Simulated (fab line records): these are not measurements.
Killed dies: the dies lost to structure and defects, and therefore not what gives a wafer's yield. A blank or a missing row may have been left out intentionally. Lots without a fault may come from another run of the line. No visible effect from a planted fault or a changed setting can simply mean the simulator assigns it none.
Split-lot experiment || flow n5Finfet || 21 wafers read from 7 lots, route of 1938 steps

== SPLIT DETAILS ==
At N5_BEOL_M2_COAT_67 (time 60 s, resist thk 60 nm), the setting spinRpm was moved away from the recipe's 1500 rpm on 7 of the 21 wafers read, by -10.8% to +9.9%. All remaining wafers had this setting at the recipe value.

== FROM THE SPLIT TO THE READING: what the file shows between them, 7 steps ==
- N5_BEOL_M2_COAT_68: time 60 s, resist thk 12 nm
- N5_BEOL_M2_COAT_76: time 60 s, resist thk 5 nm
- N5_BEOL_M2_ALD_98: deposits SiO2, target thk 2.5 nm, pulse time 1 s, co reactant pulse time 1 s
- N5_BEOL_M2_ETCHBACK_99: etches SiO2 in CHF3, target depth 5 nm, time 10.4 s
- N5_BEOL_M2_ETCH_70: etches SOC in N2/H2, target depth 80 nm, overetch 24 nm, time 130 s
- N5_BEOL_M2_STRIP_71: strips in N2/H2
- N5_BEOL_M2_STRIP_78: strips in N2/H2

== THE READING ==
SOC_of_BEOL_M2_COAT_67.thkNm (the simulator's own value, which no gauge read), in nm, at N5_BEOL_M2_VIA_ETCH_34 (etches the open film in C4F6/O2, target depth 69.4 nm, time 65.9 s). The file does not state a usual value for it. Across the 14 wafers here that went through the recipe, the average is 51.8 nm and the standard deviation 0.3 nm.

{"wafer": "L076.2", "tool, chamber at the split": "lithoTrack-01, 0", "spinRpm as run, rpm": 1500, "against the recipe": "recipe", "SOC_of_BEOL_M2_COAT_67.thkNm, nm": 51.2, "against lot-mates on the recipe": "-"}
{"wafer": "L076.5", "tool, chamber at the split": "lithoTrack-01, 0", "spinRpm as run, rpm": 1500, "against the recipe": "recipe", "SOC_of_BEOL_M2_COAT_67.thkNm, nm": 51.6, "against lot-mates on the recipe": "-"}
{"wafer": "L076.6", "tool, chamber at the split": "lithoTrack-01, 0", "spinRpm as run, rpm": 1500, "against the recipe": "recipe", "SOC_of_BEOL_M2_COAT_67.thkNm, nm": 51.8, "against lot-mates on the recipe": "-"}
{"wafer": "L077.1", "tool, chamber at the split": "lithoTrack-03, 0", "spinRpm as run, rpm": 1500, "against the recipe": "recipe", "SOC_of_BEOL_M2_COAT_67.thkNm, nm": 51.4, "against lot-mates on the recipe": "-"}
{"wafer": "L077.2", "tool, chamber at the split": "lithoTrack-03, 0", "spinRpm as run, rpm": 1648, "against the recipe": "+9.9%", "SOC_of_BEOL_M2_COAT_67.thkNm, nm": 49, "against lot-mates on the recipe": -2.7}
{"wafer": "L077.4", "tool, chamber at the split": "lithoTrack-03, 0", "spinRpm as run, rpm": 1500, "against the recipe": "recipe", "SOC_of_BEOL_M2_COAT_67.thkNm, nm": 52, "against lot-mates on the recipe": "-"}
{"wafer": "L082.1", "tool, chamber at the split": "lithoTrack-03, 0", "spinRpm as run, rpm": 1592, "against the recipe": "+6.1%", "SOC_of_BEOL_M2_COAT_67.thkNm, nm": 50, "against lot-mates on the recipe": -2.0}
{"wafer": "L082.4", "tool, chamber at the split": "lithoTrack-03, 0", "spinRpm as run, rpm": 1592, "against the recipe": "+6.1%", "SOC_of_BEOL_M2_COAT_67.thkNm, nm": 50.2, "against lot-mates on the recipe": -1.8}
{"wafer": "L082.5", "tool, chamber at the split": "lithoTrack-03, 0", "spinRpm as run, rpm": 1500, "against the recipe": "recipe", "SOC_of_BEOL_M2_COAT_67.thkNm, nm": 52, "against lot-mates on the recipe": "-"}
{"wafer": "L083.2", "tool, chamber at the split": "lithoTrack-01, 0", "spinRpm as run, rpm": 1587, "against the recipe": "+5.8%", "SOC_of_BEOL_M2_COAT_67.thkNm, nm": 50, "against lot-mates on the recipe": -1.9}
{"wafer": "L083.3", "tool, chamber at the split": "lithoTrack-01, 0", "spinRpm as run, rpm": 1500, "against the recipe": "recipe", "SOC_of_BEOL_M2_COAT_67.thkNm, nm": 52.2, "against lot-mates on the recipe": "-"}
{"wafer": "L083.5", "tool, chamber at the split": "lithoTrack-01, 0", "spinRpm as run, rpm": 1500, "against the recipe": "recipe", "SOC_of_BEOL_M2_COAT_67.thkNm, nm": 51.6, "against lot-mates on the recipe": "-"}
{"wafer": "L090.1", "tool, chamber at the split": "lithoTrack-02, 0", "spinRpm as run, rpm": 1338, "against the recipe": "-10.8%", "SOC_of_BEOL_M2_COAT_67.thkNm, nm": 55.2, "against lot-mates on the recipe": "+3.4"}
{"wafer": "L090.2", "tool, chamber at the split": "lithoTrack-02, 0", "spinRpm as run, rpm": 1500, "against the recipe": "recipe", "SOC_of_BEOL_M2_COAT_67.thkNm, nm": 51.8, "against lot-mates on the recipe": "-"}
{"wafer": "L090.5", "tool, chamber at the split": "lithoTrack-02, 0", "spinRpm as run, rpm": 1338, "against the recipe": "-10.8%", "SOC_of_BEOL_M2_COAT_67.thkNm, nm": 55, "against lot-mates on the recipe": "+3.2"}
{"wafer": "L094.3", "tool, chamber at the split": "lithoTrack-02, 0", "spinRpm as run, rpm": 1500, "against the recipe": "recipe", "SOC_of_BEOL_M2_COAT_67.thkNm, nm": 52, "against lot-mates on the recipe": "-"}
{"wafer": "L094.4", "tool, chamber at the split": "lithoTrack-02, 0", "spinRpm as run, rpm": 1500, "against the recipe": "recipe", "SOC_of_BEOL_M2_COAT_67.thkNm, nm": 51.6, "against lot-mates on the recipe": "-"}
{"wafer": "L094.6", "tool, chamber at the split": "lithoTrack-02, 0", "spinRpm as run, rpm": 1500, "against the recipe": "recipe", "SOC_of_BEOL_M2_COAT_67.thkNm, nm": 52.2, "against lot-mates on the recipe": "-"}
{"wafer": "L096.1", "tool, chamber at the split": "lithoTrack-03, 0", "spinRpm as run, rpm": 1500, "against the recipe": "recipe", "SOC_of_BEOL_M2_COAT_67.thkNm, nm": 51.8, "against lot-mates on the recipe": "-"}
{"wafer": "L096.2", "tool, chamber at the split": "lithoTrack-03, 0", "spinRpm as run, rpm": 1435, "against the recipe": "-4.3%", "SOC_of_BEOL_M2_COAT_67.thkNm, nm": 53.4, "against lot-mates on the recipe": "+1.4"}
{"wafer": "L096.5", "tool, chamber at the split": "lithoTrack-03, 0", "spinRpm as run, rpm": 1500, "against the recipe": "recipe", "SOC_of_BEOL_M2_COAT_67.thkNm, nm": 52.2, "against lot-mates on the recipe": "-"}

FIT RESULTS
A straight line over all 21 wafers: SOC_of_BEOL_M2_COAT_67.thkNm changes by -0.299 nm for each +1% of spinRpm; r = -0.98; the points scatter about the line by 0.27 nm.
The same after taking each lot's own level away (the mean of its wafers on the recipe; 21 wafers): -0.302 nm for each +1%; r = -0.99; scatter 0.23 nm.
According to that fit, moving spinRpm by its largest amount changes the reading by 3.3 nm.
From 51.53 to 52.00 nm: that is the span of the lots' own levels, equal to 1.6 times the standard deviation above.
Hence the lot-to-lot level has little effect on the slope; both slopes agree.
Check: +3.21 nm against its lot-mates is what the line predicts for one of the wafers moved furthest among these (-10.8%) when that wafer is left out of the fit. Against them it came out at +3.4 nm.

== ADDITIONAL SPLITS CARRIED BY THESE WAFERS ==
Before the reading, these wafers also passed through other splits. Each is held against what the fit with the lots' levels taken away leaves over:
{"other split on the same wafers": "N5_BEOL_M0_CUTY_DESCUM_61 timeS", "wafers away from the commonest value": 9, "r with SOC_of_BEOL_M2_COAT_67.thkNm (lot level and that fit taken away)": -0.15}
{"other split on the same wafers": "N5_BEOL_M0_ETCH_128 sourceW", "wafers away from the commonest value": 6, "r with SOC_of_BEOL_M2_COAT_67.thkNm (lot level and that fit taken away)": -0.03}
{"other split on the same wafers": "N5_BEOL_M1_COAT_73 spinRpm", "wafers away from the commonest value": 8, "r with SOC_of_BEOL_M2_COAT_67.thkNm (lot level and that fit taken away)": -0.16}
{"other split on the same wafers": "N5_BEOL_M2_DESCUM_16 timeS", "wafers away from the commonest value": 7, "r with SOC_of_BEOL_M2_COAT_67.thkNm (lot level and that fit taken away)": -0.03}

== THE WHOLE CHAIN: every reading that the file lists as answering this split, in the file's order ==
{"step": "N5_BEOL_M2_COAT_67", "what it does": "time 60 s, resist thk 60 nm", "reading": "SOC_of_BEOL_M2_COAT_67.thkNm (the simulator's own value, which no gauge read)", "change (the file's fit)": "-0.306 nm for each +1% of the setting", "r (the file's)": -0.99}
{"step": "N5_BEOL_M2_ETCH_70", "what it does": "etches SOC in N2/H2, target depth 80 nm, overetch 24 nm, time 130 s", "reading": "etch.depthNm (the simulator's own value, which no gauge read)", "change (the file's fit)": "-0.299 nm for each +1% of the setting", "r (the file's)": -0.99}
{"step": "N5_BEOL_M2_VIA_ETCH_34", "what it does": "etches the open film in C4F6/O2, target depth 69.4 nm, time 65.9 s", "reading": "SOC_of_BEOL_M2_COAT_67.thkNm (the simulator's own value, which no gauge read)", "change (the file's fit)": "-0.299 nm for each +1% of the setting", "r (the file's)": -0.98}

== FILE'S OWN FIT ==
SOC_of_BEOL_M2_COAT_67.thkNm changes by -0.299 nm for each +1% of spinRpm, r = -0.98.
